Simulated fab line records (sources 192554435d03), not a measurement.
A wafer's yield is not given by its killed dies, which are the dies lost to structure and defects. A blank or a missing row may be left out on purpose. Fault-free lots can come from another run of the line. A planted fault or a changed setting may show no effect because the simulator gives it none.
Chamber matching | flow n5-finfet | N5_BEOL_M9_CMP_52 on cmp-04 has 4 sister chambers
The step polishes, stops on SiCOH lowk, t overpolish 7 s, target thk 140 nm. 4 wafers are shown with their chamber, then 10 later ones without.

== WAFERS, EACH WITH ITS CHAMBER ==
wafer  | chamber | motor-current-A (A)
L083.3 | 1       | 6.8
L090.5 | 2       | 5.9
L091.1 | 0       | 5.6
L091.2 | 3       | 6.7

== WAFERS WHOSE CHAMBER IS MISSING ==
wafer  | motor-current-A (A)
L091.3 | 6.9
L092.1 | 5.9
L092.2 | 6.0
L092.5 | 5.9
L093.1 | 5.9
L093.4 | 7.2
L093.5 | 7.3
L082.1 | 7.0
L082.3 | 6.7
L082.6 | 5.6

== CHAMBER TAKEN BY EACH ==
wafer  | from the rows above     | in truth
L091.3 | can't be placed: 1 or 3 | 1
L092.1 | can't be placed: 2 or 0 | 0
L092.2 | can't be placed: 2 or 0 | 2
L092.5 | can't be placed: 2 or 0 | 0
L093.1 | can't be placed: 2 or 0 | 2
L093.4 | can't be placed: 1 or 3 | 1
L093.5 | can't be placed: 1 or 3 | 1
L082.1 | can't be placed: 1 or 3 | 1
L082.3 | can't be placed: 3 or 1 | 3
L082.6 | can't be placed: 0 or 2 | 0
Correct placement for 0 of the 10. These rows do not allow placing 10 (true chamber among the candidates in 10). Placed wrongly: 0.
How it was worked out, from the rows above alone: a wafer's distance from a chamber is the root of the sum, over the readings, of the square of ((its reading less the chamber's mean) divided by the reading's scatter). If the next closest chamber is less than 2 further off than the closest, the wafer can't be placed; otherwise it belongs to the closest. Each chamber's mean is taken over the wafers shown for it. The scatter: with one shown wafer a chamber, the root of the mean of the squares of how far each hidden wafer lies from its nearest shown one.
